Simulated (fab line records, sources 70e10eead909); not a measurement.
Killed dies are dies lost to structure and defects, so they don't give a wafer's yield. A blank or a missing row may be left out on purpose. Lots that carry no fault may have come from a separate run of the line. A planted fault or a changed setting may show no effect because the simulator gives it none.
Which tool did it? | flow nand_harc | 11 lots, 33 wafers sampled, at 3 steps of a route of 1302

## WHAT THE GAUGES READ, wafer by wafer
NHARC_A_M1_CD_MEAS_09: the cd target is 120 nm.
lot  | measured     | on        | cd_nm (nm)
L075 | day 23 14:08 | cd_sem-03 | 120.1 119.5 119.4
L076 | day 24 06:25 | cd_sem-01 | 119.5 119.1 119.6
L079 | day 25 01:03 | cd_sem-02 | 119.8 120.2 119.7
L081 | day 26 01:05 | cd_sem-02 | 120.4 120.3 118.6
L083 | day 26 20:04 | cd_sem-02 | 119.7 120.1 119.2
L084 | day 27 09:25 | cd_sem-03 | 120.5 120.9 120.8
L087 | day 28 20:44 | cd_sem-01 | 119.2 119.5 118.7
L088 | day 29 05:14 | cd_sem-01 | 119.1 119.7 119.0
L092 | day 30 06:12 | cd_sem-03 | 118.5 118.9 118.4
L093 | day 30 22:11 | cd_sem-02 | 119.7 120.4 120.0
L096 | day 32 06:05 | cd_sem-02 | 120.4 120.2 120.3

## WHAT TOOL EACH LOT RAN ON (gives the tool, then ch and the chambers of the sampled wafers, and finally the start)
lot  | NHARC_A_M0_ETCH_34                 | NHARC_A_M0_STRIP_18
L075 | rie_diel-07 ch 1,2,3, day 23 10:21 | rie_diel-07 ch 0,1,3, day 23 10:42
L076 | rie_diel-07 ch 1,2,3, day 24 02:38 | rie_diel-13 ch 0,2,3, day 24 02:55
L079 | rie_diel-13 ch 2,3, day 24 21:07   | rie_diel-07 ch 0,1,2, day 24 21:25
L081 | rie_diel-07 ch 1,2,3, day 25 21:15 | rie_diel-13 ch 0,1,3, day 25 21:32
L083 | rie_diel-13 ch 0,1, day 26 16:16   | rie_diel-09 ch 0,3, day 26 16:35
L084 | rie_diel-09 ch 0,2, day 27 05:40   | rie_diel-07 ch 0,3, day 27 05:57
L087 | rie_diel-09 ch 0,1,2, day 28 16:58 | rie_diel-09 ch 1,2, day 28 17:14
L088 | rie_diel-13 ch 0,1, day 29 01:28   | rie_diel-07 ch 1,2,3, day 29 01:45
L092 | rie_diel-09 ch 1,2, day 30 02:19   | rie_diel-09 ch 1,2, day 30 02:37
L093 | rie_diel-07 ch 0,1,3, day 30 18:27 | rie_diel-13 ch 0,1,2, day 30 18:44
L096 | rie_diel-13 ch 0,1, day 32 01:28   | rie_diel-09 ch 1,2,3, day 32 01:48
- NHARC_A_M0_ETCH_34: etches the open film in N2/H2, target depth 40 nm, overetch 12 nm, time 43.94 s.
- NHARC_A_M0_STRIP_18: strips in N2/H2.

## THE ANSWER, worked out from the rows above alone
Rule: usual is defined by the lots themselves. Put in order of their means at a reading, lots are off if they are a third of the lots or fewer, leave a main group of 4 or more, and stand apart from it by a gap of 3 or more times the standard deviation of the main group's means; of several such gaps the widest counts. The tables above print the reading to a certain number of digits; a main group whose means all agree to those digits is not used. A lot without any number at a reading at which 4 lots or more have one is off too. Any other lot the step has rows for is counted as sound.
Nothing can be told from this: no lot is off at any reading shown.

## WHAT HAD BEEN PUT IN BY THE SIMULATOR
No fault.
